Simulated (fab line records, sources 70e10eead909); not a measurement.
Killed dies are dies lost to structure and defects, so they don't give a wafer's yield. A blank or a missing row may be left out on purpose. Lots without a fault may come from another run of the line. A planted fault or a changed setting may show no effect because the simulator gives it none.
Which tool did it? | flow nand_harc | 13 lots, 39 wafers sampled, at 6 steps of a route of 1302

WHAT THE GAUGES READ, wafer by wafer
NHARC_P_BONDPAD_THK_MEAS_33: measures by ellipsometry. Usual: thk_nm 200.0 nm, standard deviation 1.4.
lot  | measured     | on            | thk_nm (nm)       | flag
L895 | day 6 13:24  | film_metro-02 | 200.3 200.2 200.2 |
L896 | day 6 23:08  | film_metro-02 | 200.9 198.1 198.0 |
L904 | day 10 04:30 | film_metro-02 | 198.2 199.7 199.3 |
L906 | day 11 04:58 | film_metro-01 | 199.2 199.5 200.0 |
L908 | day 11 18:46 | film_metro-01 | 199.9 198.8 199.7 |
L909 | day 12 18:13 | film_metro-01 | 200.4 200.2 201.3 |
L911 | day 13 11:43 | film_metro-01 | 200.9 198.5 198.9 |
L912 | day 13 19:10 | film_metro-02 | 200.8 202.3 200.7 |
L913 | day 13 20:49 | film_metro-02 | 200.8 199.3 201.0 |
L914 | day 14 10:21 | film_metro-01 | 200.3 199.8 200.4 |
L916 | day 15 02:38 | film_metro-01 | 200.1 197.0 202.5 |
L915 | day 15 03:08 | film_metro-01 | 201.5 199.7 200.8 |
L917 | day 15 15:38 | film_metro-02 | 200.8 197.3 200.4 |

NHARC_A_ONON_D1_THK_MEAS_08: measures by ellipsometry. Usual: thk_nm 1000 nm, standard deviation 9.4.
lot  | measured     | on            | thk_nm (nm)    | flag
L895 | day 7 19:05  | film_metro-01 | 1002 1001 1002 |
L896 | day 8 02:52  | film_metro-02 | 1010 1011 1012 |
L904 | day 11 12:59 | film_metro-01 | 1004 1006 1750 | OFF
L906 | day 12 09:28 | film_metro-01 | 1011 1009 1752 | OFF
L908 | day 13 01:28 | film_metro-02 | 998 997 996    |
L909 | day 13 21:04 | film_metro-01 | 990 989 991    |
L911 | day 14 15:47 | film_metro-01 | 983 983 981    |
L912 | day 14 22:59 | film_metro-01 | 991 991 990    |
L913 | day 14 22:57 | film_metro-01 | 1012 1013 1010 |
L914 | day 15 14:04 | film_metro-01 | 1000 1001 999  |
L916 | day 16 06:50 | film_metro-02 | 998 1000 999   |
L915 | day 16 06:50 | film_metro-01 | 982 981 982    |
L917 | day 16 21:36 | film_metro-01 | 1012 1013 1012 |

NHARC_A_CHANNEL_HOLE_D1_OVL_MEAS_11. Usual: overlay_x_nm 0.3 nm, standard deviation 0.63; overlay_y_nm -0.1 nm, standard deviation 0.75.
lot  | measured     | on         | overlay_x_nm (nm) | overlay_y_nm (nm) | flag
L895 | day 8 11:01  | overlay-02 | 0.4 0.4 0.8       | 0.4 -0.2 0.2      |
L896 | day 8 18:48  | overlay-01 | 0.8 0.1 0.3       | -0.9 -1.3 -1.6    |
L904 | day 12 04:40 | overlay-01 | 0.2 0.5           | -1.1 -1.3         |
L906 | day 12 23:53 | overlay-02 | -0.3 -0.4         | -0.2 -0.2         |
L908 | day 13 16:13 | overlay-01 | 0.2 0.2 0.0       | 0.8 0.3 0.4       |
L909 | day 14 11:29 | overlay-01 | 0.9 0.8 1.1       | -0.7 0.2 0.2      |
L911 | day 15 06:05 | overlay-01 | 0.6 1.3 0.2       | 0.7 0.5 0.6       |
L912 | day 15 14:55 | overlay-01 | -0.5 -0.8 -0.8    | -0.7 0.1 -0.5     |
L913 | day 15 14:46 | overlay-02 | 0.5 0.0 0.7       | -1.3 -1.3 -1.3    |
L914 | day 16 04:38 | overlay-02 | 1.0 0.7 0.7       | -0.4 -0.4 0.2     |
L916 | day 17 02:01 | overlay-01 | 0.4 0.3 0.3       | 0.5 0.5 1.3       |
L915 | day 17 02:30 | overlay-01 | 0.0 0.0 0.0       | -1.2 -0.7 -0.6    |
L917 | day 17 11:59 | overlay-01 | 0.5 0.8 1.5       | -0.2 0.1 -0.4     |

NHARC_END_SORT_01. Usual: killed_at_array 53, standard deviation 18; killed_at_other 1.0, standard deviation 1.2; killed_at_periphery 3.6, standard deviation 2.4; killed_dies 58, standard deviation 18; killed_open 3.4, standard deviation 1.8; killed_short 2.3, standard deviation 1.5.
lot  | measured     | on        | killed_at_array | killed_at_other | killed_at_periphery | killed_dies | killed_open | killed_short | flag
L904 | day 28 04:25 | prober-02 | 48 39 671       | 1 0 0           | 7 12 6              | 56 51 677   | 4 4 3       | 3 1 0        | OFF
L906 | day 29 03:59 | prober-02 | 68 61 674       | 0 0 0           | 1 2 3               | 69 63 677   | 3 4 6       | 1 2 2        | OFF

WHICH TOOL RAN EACH LOT (tool, then ch and the chambers of the sampled wafers, then the start)
lot  | NHARC_P_BONDPAD_CMP_19        | NHARC_A_ONON_D1_DEP_06
L895 | cmp-03 ch 0,1,3, day 6 16:12  | pecvd_onon-01 ch 0, day 7 18:38
L896 | cmp-03 ch 0,2,3, day 7 02:01  | pecvd_onon-04 ch 0, day 8 02:20
L904 | cmp-03 ch 1,2,3, day 10 07:23 | pecvd_onon-04 ch 0, day 11 12:32
L906 | cmp-01 ch 0,1,2, day 11 07:46 | pecvd_onon-04 ch 0, day 12 08:55
L908 | cmp-01 ch 1,2,3, day 11 21:31 | pecvd_onon-01 ch 0, day 13 01:02
L909 | cmp-03 ch 0,1,3, day 12 21:04 | pecvd_onon-03 ch 0, day 13 20:36
L911 | cmp-01 ch 0,3, day 13 14:34   | pecvd_onon-01 ch 0, day 14 15:16
L912 | cmp-02 ch 1,2,3, day 13 21:54 | pecvd_onon-01 ch 0, day 14 22:29
L913 | cmp-01 ch 2,3, day 13 23:38   | pecvd_onon-04 ch 0, day 14 22:26
L914 | cmp-03 ch 0,1, day 14 13:09   | pecvd_onon-04 ch 0, day 15 13:40
L916 | cmp-01 ch 0,1,3, day 15 05:31 | pecvd_onon-01 ch 0, day 16 06:30
L915 | cmp-01 ch 0,2,3, day 15 06:02 | pecvd_onon-03 ch 0, day 16 06:23
L917 | cmp-03 ch 1,3, day 15 18:26   | pecvd_onon-01 ch 0, day 16 21:05
- NHARC_P_BONDPAD_CMP_19: polishes, t overpolish 30 s, cu recess touch 16 s, target thk 160.81 nm.
- NHARC_A_ONON_D1_DEP_06: target thk 1000 nm.

WHAT THE TOOLS THEMSELVES READ (means of the sampled wafers that have a number; where no wafer has one, the mark that the record gives instead)
NHARC_P_BONDPAD_CMP_19. Usual: motor_current_A 12.4 A, standard deviation 1.4; overpolish_run_s 30.001 s, standard deviation 0.0092.
lot  | tool   | motor_current_A (A) | overpolish_run_s (s) | flag
L895 | cmp-03 | 12.6                | 30.007               |
L896 | cmp-03 | 12.2                | 30.008               |
L904 | cmp-03 | 12.8                | 30.003               |
L906 | cmp-01 | 12.7                | 29.994               |
L908 | cmp-01 | 11.8                | 30.001               |
L909 | cmp-03 | 12.9                | 30.004               |
L911 | cmp-01 | 11.8                | 29.995               |
L912 | cmp-02 | 11.9                | 30.001               |
L913 | cmp-01 | 11.4                | 29.991               |
L914 | cmp-03 | 12.6                | 30.001               |
L916 | cmp-01 | 13.0                | 30.000               |
L915 | cmp-01 | 11.4                | 29.999               |
L917 | cmp-03 | 13.8                | 29.993               |

THE ANSWER, worked out from the rows above alone
Rule: a lot is off if the mean of its wafers that have a number lies more than 3 standard deviations from the usual mean. A lot without any number at a reading at which 4 lots or more have one is off too. The other lots that the step has rows for count as sound. The gauges are gone through in route order, then the tools' own readings, and for those a lot's mean is taken as printed above. The first step at which some lot is off is used, and at that step the reading that is off furthest; a lot without a number counts as furthest.
Off: L904, L906, at NHARC_A_ONON_D1_THK_MEAS_08 (thk_nm).
A tool fits if, at a process step before that reading, it ran every lot that is off, and no sound lot after the first of them. The gauges at NHARC_A_ONON_D1_THK_MEAS_08 aren't tried: what is off there is off at NHARC_END_SORT_01 too, on other tools, and a gauge's error can't cause that. None of those tried fits.

WHAT THE SIMULATOR HAD PUT IN
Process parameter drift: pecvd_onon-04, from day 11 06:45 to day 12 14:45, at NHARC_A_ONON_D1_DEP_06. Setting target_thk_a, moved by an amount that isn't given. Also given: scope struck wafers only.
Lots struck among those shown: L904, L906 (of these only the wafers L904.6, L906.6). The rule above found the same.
